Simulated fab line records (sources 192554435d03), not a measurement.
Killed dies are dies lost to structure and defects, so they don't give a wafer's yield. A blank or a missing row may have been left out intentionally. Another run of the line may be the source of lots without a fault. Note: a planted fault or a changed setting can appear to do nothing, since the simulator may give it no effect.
Matching of chambers + flow n5Finfet + N5_BEOL_M4_CO_CAP_55 on cvdCo-01: 3 sister chambers
The step material Co, precursor CCTBA/H2, target thk 2 nm, time 102.1 s. 27 wafers are shown with their chamber, then 12 later ones without.

## WAFERS PAIRED WITH THEIR CHAMBERS
| wafer  | chamber | heaterPowerW (W) |
|--------|---------|------------------|
| L076.1 | 1       | 242              |
| L076.5 | 1       | 243              |
| L076.6 | 2       | 285              |
| L078.2 | 0       | 202              |
| L078.5 | 1       | 246              |
| L078.6 | 0       | 196              |
| L080.1 | 0       | 213              |
| L080.2 | 1       | 242              |
| L080.6 | 0       | 208              |
| L081.1 | 2       | 283              |
| L081.3 | 1       | 247              |
| L081.6 | 1       | 244              |
| L084.1 | 0       | 213              |
| L084.2 | 2       | 289              |
| L084.5 | 2       | 287              |
| L086.1 | 1       | 250              |
| L086.4 | 1       | 246              |
| L086.5 | 2       | 289              |
| L083.1 | 0       | 208              |
| L083.3 | 1       | 248              |
| L083.5 | 0       | 207              |
| L088.1 | 2       | 291              |
| L088.2 | 1       | 245              |
| L088.5 | 2       | 290              |
| L090.1 | 0       | 211              |
| L090.4 | 1       | 249              |
| L090.5 | 2       | 287              |

SIGNATURES, as means of the wafers listed above
| reading      | chamber 0 | chamber 1 | chamber 2 | scatter within a chamber |
|--------------|-----------|-----------|-----------|--------------------------|
| heaterPowerW | 207.25    | 245.64    | 287.62    | 3.87                     |
Rule: a wafer lies at a distance from a chamber equal to the root of the sum of squares, over the readings, of (its reading less the chamber's mean, divided by the reading's scatter). The wafer belongs to the nearest chamber; if the next one is less than 2 further off, it can't be placed. The scatter is the square root of a quotient: the sum, over the shown wafers, of each reading's squared deviation from its chamber's mean, divided by wafers minus chambers.

## WAFERS WHOSE CHAMBER IS MISSING
| wafer  | heaterPowerW (W) |
|--------|------------------|
| L089.1 | 284              |
| L089.2 | 246              |
| L089.5 | 208              |
| L092.1 | 284              |
| L092.3 | 249              |
| L092.5 | 243              |
| L093.3 | 245              |
| L093.5 | 211              |
| L093.6 | 289              |
| L094.1 | 241              |
| L094.2 | 217              |
| L094.4 | 244              |

## CHAMBER TAKEN BY EACH
| wafer  | from the rows above | in truth |
|--------|---------------------|----------|
| L089.1 | 2                   | 2        |
| L089.2 | 1                   | 1        |
| L089.5 | 0                   | 0        |
| L092.1 | 2                   | 2        |
| L092.3 | 1                   | 1        |
| L092.5 | 1                   | 1        |
| L093.3 | 1                   | 1        |
| L093.5 | 0                   | 0        |
| L093.6 | 2                   | 2        |
| L094.1 | 1                   | 1        |
| L094.2 | 0                   | 0        |
| L094.4 | 1                   | 1        |
12 of 12 placed correctly. Not placeable from these rows: 0. Placed wrongly: 0.
